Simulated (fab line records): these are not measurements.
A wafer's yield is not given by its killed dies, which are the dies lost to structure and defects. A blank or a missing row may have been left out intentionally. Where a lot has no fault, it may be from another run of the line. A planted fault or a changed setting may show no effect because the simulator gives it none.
Chamber matching :: flow nand_harc :: 4 sister chambers for NHARC_P_BONDPAD_ACTIVATE_29 on rie_diel-05
The step chemistry N2, time 60 s. 7 wafers are shown with their chamber, then 7 later ones without.

WAFERS, EACH WITH ITS CHAMBER
wafer: L461.1
chamber: 3
showerhead_plenum_p_Torr (Torr): 1.72
oes_product_au (a.u.): 0.983

wafer: L461.4
chamber: 0
showerhead_plenum_p_Torr (Torr): 1.80
oes_product_au (a.u.): 1.002

wafer: L465.2
chamber: 2
showerhead_plenum_p_Torr (Torr): 1.85
oes_product_au (a.u.): 0.990

wafer: L465.3
chamber: 3
showerhead_plenum_p_Torr (Torr): 1.72
oes_product_au (a.u.): 0.991

wafer: L465.5
chamber: 0
showerhead_plenum_p_Torr (Torr): 1.79
oes_product_au (a.u.): 1.001

wafer: L466.1
chamber: 2
showerhead_plenum_p_Torr (Torr): 1.85
oes_product_au (a.u.): 0.992

wafer: L466.2
chamber: 1
showerhead_plenum_p_Torr (Torr): 1.82
oes_product_au (a.u.): 1.006

WAFERS WHOSE CHAMBER IS MISSING
wafer: L466.4
showerhead_plenum_p_Torr (Torr): 1.79
oes_product_au (a.u.): 1.011

wafer: L467.1
showerhead_plenum_p_Torr (Torr): 1.85
oes_product_au (a.u.): 0.984

wafer: L467.4
showerhead_plenum_p_Torr (Torr): 1.82
oes_product_au (a.u.): 1.001

wafer: L467.6
showerhead_plenum_p_Torr (Torr): 1.72
oes_product_au (a.u.): 0.981

wafer: L476.2
showerhead_plenum_p_Torr (Torr): 1.72
oes_product_au (a.u.): 0.995

wafer: L476.3
showerhead_plenum_p_Torr (Torr): 1.85
oes_product_au (a.u.): 0.990

wafer: L476.4
showerhead_plenum_p_Torr (Torr): 1.82
oes_product_au (a.u.): 1.001

WHICH CHAMBER EACH ONE RAN IN
wafer: L466.4
from the rows above: 0
in truth: 0

wafer: L467.1
from the rows above: 2
in truth: 2

wafer: L467.4
from the rows above: 1
in truth: 1

wafer: L467.6
from the rows above: 3
in truth: 3

wafer: L476.2
from the rows above: 3
in truth: 3

wafer: L476.3
from the rows above: 2
in truth: 2

wafer: L476.4
from the rows above: 1
in truth: 1
Correct placement for 7 of the 7. Number that these rows cannot place: 0. Wrongly placed: 0.
How it was worked out, from the rows above alone: a wafer's distance from a chamber is the root of the sum, over the readings, of the square of ((its reading less the chamber's mean) divided by the reading's scatter). The wafer belongs to the nearest chamber; if the next one is less than 2 further off, it can't be placed. Each chamber's mean is taken over the wafers shown for it. How the scatter is found: for the shown wafers, subtract from each reading the mean of its chamber, square and add these, divide the total by (wafers less chambers), then take the root.
